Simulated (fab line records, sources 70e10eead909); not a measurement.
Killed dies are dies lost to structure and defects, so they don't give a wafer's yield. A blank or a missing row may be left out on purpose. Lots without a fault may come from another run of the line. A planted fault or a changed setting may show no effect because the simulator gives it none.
fab line records | flow nand_harc | part 1 of 2: steps 1 to 3 of 6
record lots=21 wafers=63 last_day=25
route steps=1159 shown P_BONDPAD@369 A_ZERO_WELL@404 A_CHANNEL_HOLE_D1@479 A_CHANNEL_FILL_D1@509
lots that met no fault: from a run of the same line without faults
start_h: hours from the record's first day to the start of the lot's first wafer shown | wait_h: hours since the lot's step before | " the same as in the row above | L1.1+2: a row that stands for several wafers | - no value, or no start given | * or withheld: withheld | < > ~ a bound
route shown NAME@n: a module of which the file shows steps, and the number in the route of the first | usual: mean/standard deviation of fault-free wafers | same: alike in all rows | chamber/n: place in a boat | sites: the reading at each site | _std_site: their standard deviation | _edge_site: outer sites' mean less inner sites' | radius_mm: how far each site lies from the wafer's centre | mask NAME#n: copy n | behind: the tool/chamber that last shaped the wafer | hold: why the lot was held/for how many hours/how that ended | device: the transistor (n, p or np) that didn't switch | end of line: the same wafers' tests at the end of the route | a step without rows: its recipe alone | killed: dies lost to structure and defects at the first sort, not the wafer's yield | map: a wafer's dies, x killed, . not, _ none there
set.NAME: the setting as run; set.NAME@STEP: as run at that earlier step | model.NAME: the simulator's own value behind a step, which no gauge read
steps of the route over a sample of lots; a table a step, a row a wafer
services: from which hour (start_h, from the record's first day; less than 0 if before it) a tool's chamber was out of use, for how many hours, and why
## steps
# step NHARC_P_BONDPAD_ETCH_12
# recipe target_depth_a=2000 time_s=100 chf3_flow_sccm=50 o2_flow_sccm=10 ar_flow_sccm=200 rf_w=500 bias_w=200 chemistry=CHF3/O2
# usual drypump_motor_current_A=5.5/0.59 oes_product_au=0.947/0.022 rf_fwd_power_W=496.8/1.5 rf_vpp_V=369.0/1.6 showerhead_plenum_p_Torr=2.33/0.058 throttle_valve_pct=20.572/0.0091
# columns lot.wafer tool chamber start_h wait_h drypump_motor_current_A oes_product_au rf_fwd_power_W rf_hours_counter_h rf_vpp_V showerhead_plenum_p_Torr throttle_valve_pct
L074.3 rie_diel-01 1 - - 5.3 0.954 495.2 56 372.5 2.47 20.569
L074.2 " 2 " " 5.7 0.960 499.4 54 369.6 2.33 20.571
L074.4 " 0 " " 6.6 0.926 499.6 50 369.0 2.27 20.569
L075.3 rie_diel-09 1 - - 5.0 0.918 496.8 5 369.9 2.35 20.573
L075.1 " 2 " " 5.1 0.934 496.3 6 367.3 2.29 20.569
L075.4 " 3 " " 6.5 0.921 498.6 6 366.4 2.28 20.572
L076.1 rie_diel-09 1 - - 5.1 0.958 496.0 6 369.0 2.35 20.573
L076.3 " 2 " " 5.0 0.986 496.3 6 366.4 2.29 20.567
L076.6 " 0 " " 5.7 0.962 495.3 - 369.3 2.33 20.575
L078.2 rie_diel-09 1 - - 5.1 0.930 496.9 6 368.4 2.35 20.579
L078.5 " 1 " " 5.1 0.923 496.6 - 369.5 2.35 20.568
L078.6 " 2 " " 5.1 0.928 497.6 - 368.0 2.29 20.563
L079.4 rie_diel-09 3 - - 6.5 0.975 499.4 7 368.4 2.28 20.588
L079.1 " 0 " " 5.7 0.962 496.2 7 370.4 2.33 20.571
L079.5 " 1 " " 5.1 0.975 495.4 - 369.4 2.35 20.566
L080.2 rie_diel-09 3 - - 6.5 0.970 498.8 7 367.6 2.28 20.582
L080.5 " 1 " " 5.1 0.970 495.2 - 370.1 2.35 20.562
L080.6 " 2 " " 5.1 0.965 496.6 - 366.5 2.29 20.567
L081.2 rie_diel-01 0 - - 6.6 0.979 498.4 11 367.4 2.27 20.564
L081.5 " 0 " " 6.6 0.979 496.4 - 368.0 2.27 20.570
L081.6 " 1 " " 5.2 0.985 497.6 - 372.6 2.46 20.568
L082.1 rie_diel-09 2 - - 5.1 0.926 495.2 9 369.7 2.29 20.570
L082.2 " 3 " " 6.5 0.922 495.2 9 368.6 2.28 20.573
L082.6 " 0 " " 5.7 0.929 499.8 - 368.2 2.33 20.577
L083.4 rie_diel-09 2 - - 5.1 0.974 494.9 9 367.8 2.29 20.559
L083.3 " 0 " " 5.7 0.974 492.8 9 369.2 2.33 20.554
L083.5 " 3 " " 6.5 0.980 495.2 - 367.9 2.28 20.567
L084.1 rie_diel-09 2 - - 5.1 0.929 494.7 9 368.2 2.29 20.579
L084.5 " 1 " " 5.1 0.925 495.3 - 369.5 2.35 20.578
L084.6 " 2 " " 5.1 0.933 496.7 - 368.0 2.29 20.570
L085.4 rie_diel-09 2 - - 5.1 0.931 495.3 9 368.8 2.29 20.573
L085.2 " 3 " " 6.5 0.911 496.2 9 368.3 2.28 20.571
L085.3 " 1 " " 5.0 0.934 498.8 9 369.8 2.35 20.572
L086.3 rie_diel-11 0 - - 6.0 0.943 497.0 9 372.5 2.46 20.582
L086.4 " 3 " " 5.5 0.973 499.2 8 368.5 2.30 20.569
L086.6 " 0 " " 6.0 0.938 497.0 - 371.2 2.46 20.581
L088.2 rie_diel-09 3 - - 6.5 0.923 497.6 14 367.7 2.28 20.565
L088.6 " 0 " " 5.7 0.915 497.4 - 369.5 2.32 20.576
L088.5 " 1 " " 5.0 0.928 496.5 - 367.6 2.35 20.560
L089.4 rie_diel-11 2 - - 5.1 0.953 500.2 11 368.5 2.32 20.562
L089.3 " 3 " " 5.5 0.972 499.7 10 368.6 2.30 20.575
L089.5 " 3 " " 5.5 0.974 499.8 - 367.4 2.30 20.584
L090.4 rie_diel-01 0 - - 6.6 0.952 498.9 32 366.7 2.26 20.573
L090.3 " 1 " " 5.2 0.972 498.5 35 371.4 2.46 20.581
L090.1 " 2 " " 5.7 0.971 496.7 34 368.6 2.32 20.573
L091.4 rie_diel-09 2 - - 5.0 0.918 494.2 14 368.3 2.29 20.579
L091.3 " 0 " " 5.7 0.913 498.5 15 369.5 2.32 20.589
L091.2 " 1 " " 5.1 0.920 495.9 15 369.5 2.35 20.570
L092.2 rie_diel-11 3 - - 5.5 0.931 499.3 15 370.1 2.30 20.572
L092.1 " 0 " " 6.0 0.914 494.3 16 371.1 2.46 20.567
L092.5 " 0 " " 6.0 0.899 494.4 - 372.8 2.46 20.562
L093.2 rie_diel-09 1 - - 5.1 0.944 497.2 15 371.3 2.35 20.563
L093.4 " 0 " " 5.7 0.915 495.9 15 368.9 2.32 20.574
L093.5 " 2 " " 5.1 0.921 492.7 - 367.1 2.29 20.557
L094.1 rie_diel-09 2 - - 5.1 0.968 496.9 15 367.3 2.29 20.556
L094.3 " 0 " " 5.7 0.936 495.7 16 369.3 2.32 20.565
L094.5 " 2 " " 5.1 0.969 497.0 - 368.6 2.29 20.571
L096.3 rie_diel-01 2 - - 5.7 0.972 497.4 44 368.3 2.31 20.563
L096.1 " 3 " " 4.8 0.970 495.4 39 367.8 2.33 20.574
L096.5 " 0 " " 6.6 0.949 496.2 - 368.0 2.26 20.595
L097.2 rie_diel-01 0 - - 6.6 0.923 498.6 42 368.1 2.26 20.579
L097.3 " 3 " " 4.9 0.942 493.9 41 368.5 2.32 20.568
L097.4 " 2 " " 5.7 0.953 498.1 - 368.7 2.31 20.566
# step NHARC_P_BONDPAD_ACTIVATE_29
# recipe time_s=60 n2_flow_sccm=200 ar_flow_sccm=0 bias_power_w=0 chemistry=N2
# usual drypump_motor_current_A=5.5/0.58 oes_product_au=1.001/0.0096 rf_vpp_V=63.8/0.84 showerhead_plenum_p_Torr=1.70/0.035
# columns lot.wafer tool chamber start_h wait_h drypump_motor_current_A oes_product_au rf_hours_counter_h rf_vpp_V showerhead_plenum_p_Torr
L074.2 rie_diel-09 1 132.08 0.1 5.0 0.999 4 64.4 1.73
L074.3 " 3 " " 6.5 0.996 5 63.6 1.67
L074.4 " 0 " " 5.7 1.002 4 64.5 1.71
L075.1 rie_diel-09 2 147.92 0.1 5.0 1.004 6 62.8 1.68
L075.4 " 3 " " 6.5 0.990 6 64.2 1.67
L075.3 " 0 " " 5.7 0.995 6 64.2 1.71
L076.3 rie_diel-09 3 151.13 0.1 6.5 0.994 7 65.5 1.67
L076.1 " 1 " " 5.1 1.000 6 62.3 1.73
L076.6 " 3 " " 6.5 0.996 - 63.9 1.67
L078.2 rie_diel-09 3 156.65 0.1 6.5 0.991 7 62.9 1.67
L078.5 " 3 " " 6.4 0.994 - 63.2 1.67
L078.6 " 0 " " 5.7 0.981 - 62.8 1.71
L079.1 rie_diel-09 2 157.67 0.1 5.1 1.005 7 64.0 1.68
L079.4 " 1 " " 5.1 0.999 7 62.8 1.73
L079.5 " 3 " " 6.5 0.994 - 63.9 1.67
L080.2 rie_diel-09 1 158.44 0.1 5.0 1.013 7 63.7 1.73
L080.5 " 0 " " 5.7 0.984 - 65.1 1.71
L080.6 " 1 " " 5.0 1.004 - 63.6 1.73
L081.2 rie_diel-09 2 180.00 0.1 5.1 1.007 8 64.4 1.68
L081.5 " 3 " " 6.5 1.008 - 64.1 1.67
L081.6 " 0 " " 5.7 1.000 - 62.9 1.71
L082.2 rie_diel-09 1 183.03 0.1 5.1 0.996 9 63.1 1.73
L082.1 " 3 " " 6.5 0.995 9 63.5 1.67
L082.6 " 2 " " 5.0 1.013 - 63.5 1.68
L083.3 rie_diel-09 0 184.28 0.1 5.7 1.001 9 62.6 1.71
L083.4 " 1 " " 5.1 1.001 9 63.4 1.73
L083.5 " 0 " " 5.7 0.999 - 63.0 1.71
L084.1 rie_diel-09 3 190.77 0.1 6.4 0.988 9 63.7 1.67
L084.6 " 1 " " 5.0 1.000 - 63.4 1.73
L084.5 " 2 " " 5.1 1.009 - 63.5 1.68
L085.2 rie_diel-09 3 191.14 0.1 6.5 0.997 9 63.9 1.67
L085.3 " 1 " " 5.1 0.999 9 64.3 1.73
L085.4 " 2 " " 5.1 1.007 9 63.1 1.68
L086.4 rie_diel-09 0 224.29 0.1 5.7 1.008 13 63.8 1.71
L086.3 " 1 " " 5.1 1.013 13 64.6 1.72
L086.6 " 3 " " 6.5 1.004 - 63.6 1.67
L088.2 rie_diel-09 3 229.82 0.1 6.5 1.002 14 63.5 1.67
L088.6 " 1 " " 5.0 0.998 - 63.6 1.72
L088.5 " 2 " " 5.1 0.989 - 63.7 1.68
L089.4 rie_diel-01 1 230.89 0.1 5.2 1.008 35 64.1 1.81
L089.3 " 2 " " 5.7 1.022 34 63.5 1.70
L089.5 " 3 " " 4.9 1.011 - 62.5 1.71
L090.1 rie_diel-01 3 235.50 0.1 4.9 0.994 32 65.4 1.71
L090.4 " 1 " " 5.2 1.011 37 64.8 1.81
L090.3 " 2 " " 5.7 1.012 36 66.5 1.70
L091.4 rie_diel-09 3 238.14 0.1 6.4 0.999 15 64.0 1.67
L091.3 " 1 " " 5.1 1.002 15 62.2 1.72
L091.2 " 2 " " 5.1 1.002 14 65.2 1.68
L092.2 rie_diel-09 2 238.82 0.1 5.1 1.004 14 62.9 1.68
L092.1 " 3 " " 6.5 1.002 15 63.9 1.67
L092.5 " 1 " " 5.0 1.004 - 63.8 1.72
L093.4 rie_diel-11 2 244.86 0.1 5.1 0.997 13 64.3 1.70
L093.2 " 0 " " 6.0 0.974 18 65.0 1.81
L093.5 " 1 " " 5.1 1.012 - 63.6 1.67
L094.3 rie_diel-09 3 253.77 0.1 6.5 0.998 16 63.2 1.67
L094.1 " 1 " " 5.1 1.009 16 63.1 1.72
L094.5 " 2 " " 5.1 0.991 - 63.1 1.68
L096.3 rie_diel-11 1 261.22 0.1 5.0 1.016 25 63.8 1.67
L096.1 " 3 " " 5.5 1.021 23 63.4 1.68
L096.5 " 0 " " 6.0 0.987 - 66.2 1.81
L097.4 rie_diel-09 1 264.99 0.1 5.1 1.001 0 62.5 1.72
L097.3 " 2 " " 5.0 1.008 0 63.2 1.68
L097.2 " 3 " " 6.5 0.992 0 62.1 1.67
# step NHARC_A_ZERO_WELL_ETCH_19
# recipe target_depth_a=800 overetch_a=240 time_s=87.88 ion_energy_ev=200 n2_flow_sccm=150 h2_flow_sccm=150 ar_flow_sccm=0 rf_w=400 bias_w=150 chemistry=N2/H2
# usual drypump_motor_current_A=5.7/0.43 oes_product_au=1.002/0.012 rf_fwd_power_W=397.2/1.4 rf_vpp_V=430/3.4 showerhead_plenum_p_Torr=2.03/0.12 throttle_valve_pct=14.172/0.0089
# columns lot.wafer tool chamber start_h wait_h drypump_motor_current_A oes_product_au rf_fwd_power_W rf_hours_counter_h rf_vpp_V showerhead_plenum_p_Torr throttle_valve_pct
L074.4 rie_diel-06 1 133.57 0.1 5.9 1.020 396.9 4 427 1.90 14.163
L074.2 " 2 " " 6.0 1.004 398.3 5 434 2.19 14.176
L074.3 " 3 " " 6.5 0.996 396.8 4 435 2.19 14.167
L075.1 rie_diel-03 2 149.41 0.1 5.7 1.002 397.8 9 432 2.06 14.165
L075.3 " 3 " " 6.0 0.990 398.7 9 427 1.91 14.168
L075.4 " 0 " " 6.0 1.008 396.7 9 431 2.06 14.176
L076.3 rie_diel-06 2 152.63 0.1 6.0 0.990 396.5 6 435 2.19 14.170
L076.1 " 0 " " 5.3 0.985 395.9 5 432 2.13 14.169
L076.6 " 2 " " 6.0 0.993 395.2 - 436 2.19 14.182
L078.2 rie_diel-06 1 158.14 0.1 5.9 1.012 398.1 6 425 1.90 14.181
L078.6 " 0 " " 5.3 0.982 395.6 - 434 2.13 14.172
L078.5 " 1 " " 5.9 1.017 397.3 - 426 1.90 14.176
L079.4 rie_diel-03 1 159.17 0.1 5.6 0.994 398.1 11 426 1.90 14.180
L079.1 " 2 " " 5.7 1.002 396.1 10 431 2.06 14.179
L079.5 " 0 " " 6.0 0.995 395.8 - 431 2.06 14.178
L080.2 rie_diel-03 2 159.94 0.1 5.6 1.010 396.6 10 431 2.06 14.173
L080.5 " 3 " " 6.0 0.990 400.4 - 427 1.91 14.170
L080.6 " 0 " " 5.9 1.006 396.4 - 433 2.06 14.165
L081.2 rie_diel-06 3 181.47 0.1 6.5 0.999 399.7 8 435 2.19 14.167
L081.5 " 0 " " 5.3 0.998 396.3 - 433 2.13 14.161
L081.6 " 1 " " 5.9 1.022 399.2 - 426 1.90 14.163
L082.2 rie_diel-06 3 184.52 0.1 6.5 1.006 396.3 8 434 2.19 14.175
L082.1 " 2 " " 6.0 0.989 399.1 8 436 2.19 14.176
L082.6 " 0 " " 5.3 0.996 393.9 - 431 2.13 14.172
L083.3 rie_diel-10 3 185.77 0.1 6.0 0.987 396.8 0 431 2.02 14.176
L083.4 " 2 " " 4.9 1.001 396.9 0 427 1.89 14.161
L083.5 " 3 " " 6.0 0.986 398.7 - 430 2.02 14.192
L084.1 rie_diel-06 3 192.13 0.1 6.5 1.004 396.4 9 433 2.19 14.165
L084.6 " 3 " " 6.5 0.999 396.1 - 434 2.19 14.170
L084.5 " 0 " " 5.3 1.000 396.3 - 434 2.13 14.171
L085.3 rie_diel-10 2 192.63 0.1 4.9 1.004 397.9 0 427 1.89 14.170
L085.4 " 3 " " 6.0 0.998 395.1 0 430 2.02 14.162
L085.2 " 1 " " 5.4 1.006 397.4 1 432 2.09 14.168
L086.4 rie_diel-10 2 225.77 0.1 4.9 1.001 396.9 2 427 1.89 14.167
L086.3 " 3 " " 6.0 1.003 397.2 2 429 2.02 14.158
L086.6 " 2 " " 4.9 1.004 397.8 - 425 1.89 14.197
L088.2 rie_diel-06 0 231.40 0.1 5.3 0.985 396.2 11 432 2.13 14.171
L088.5 " 2 " " 6.0 0.984 398.0 - 434 2.19 14.157
L088.6 " 0 " " 5.3 0.980 396.8 - 433 2.13 14.185
L089.3 rie_diel-10 0 232.24 0.1 5.3 0.983 398.6 2 426 1.90 14.156
L089.4 " 1 " " 5.4 0.981 397.9 2 431 2.09 14.157
L089.5 " 0 " " 5.3 0.990 397.8 - 428 1.90 14.192
L090.4 rie_diel-03 2 236.99 0.1 5.7 1.003 397.1 1 431 2.05 14.161
L090.1 " 0 " " 6.0 1.005 394.9 2 431 2.06 14.175
L090.3 " 1 " " 5.7 1.017 397.0 1 425 1.90 14.170
L091.3 rie_diel-10 3 239.65 0.1 6.1 0.990 400.0 3 431 2.02 14.169
L091.2 " 0 " " 5.3 1.004 398.1 3 426 1.90 14.168
L091.4 " 1 " " 5.4 1.003 399.1 3 431 2.09 14.174
L092.1 rie_diel-10 2 240.29 0.1 4.9 1.006 398.1 3 429 1.89 14.161
L092.2 " 0 " " 5.3 0.991 398.0 3 426 1.90 14.177
L092.5 " 2 " " 4.9 1.012 399.1 - 425 1.89 14.166
L093.4 rie_diel-03 0 246.21 0.1 6.0 1.017 395.7 3 432 2.06 14.174
L093.2 " 3 " " 6.0 1.009 397.8 3 427 1.90 14.182
L093.5 " 1 " " 5.6 1.025 399.9 - 425 1.90 14.164
L094.3 rie_diel-06 2 255.27 0.1 5.9 1.022 397.7 0 434 2.19 14.175
L094.1 " 3 " " 6.5 1.025 397.8 1 433 2.19 14.166
L094.5 " 1 " " 6.0 1.026 396.4 - 426 1.89 14.191
L096.1 rie_diel-06 2 262.73 0.1 5.9 1.016 396.9 1 436 2.19 14.179
L096.3 " 1 " " 5.9 1.010 396.8 1 426 1.89 14.155
L096.5 " 0 " " 5.3 0.998 395.0 - 433 2.12 14.180
L097.3 rie_diel-10 1 266.49 0.1 5.4 1.013 399.2 5 433 2.09 14.162
L097.2 " 3 " " 6.0 0.997 396.8 6 429 2.02 14.162
L097.4 " 0 " " 5.3 0.996 398.2 5 427 1.90 14.168
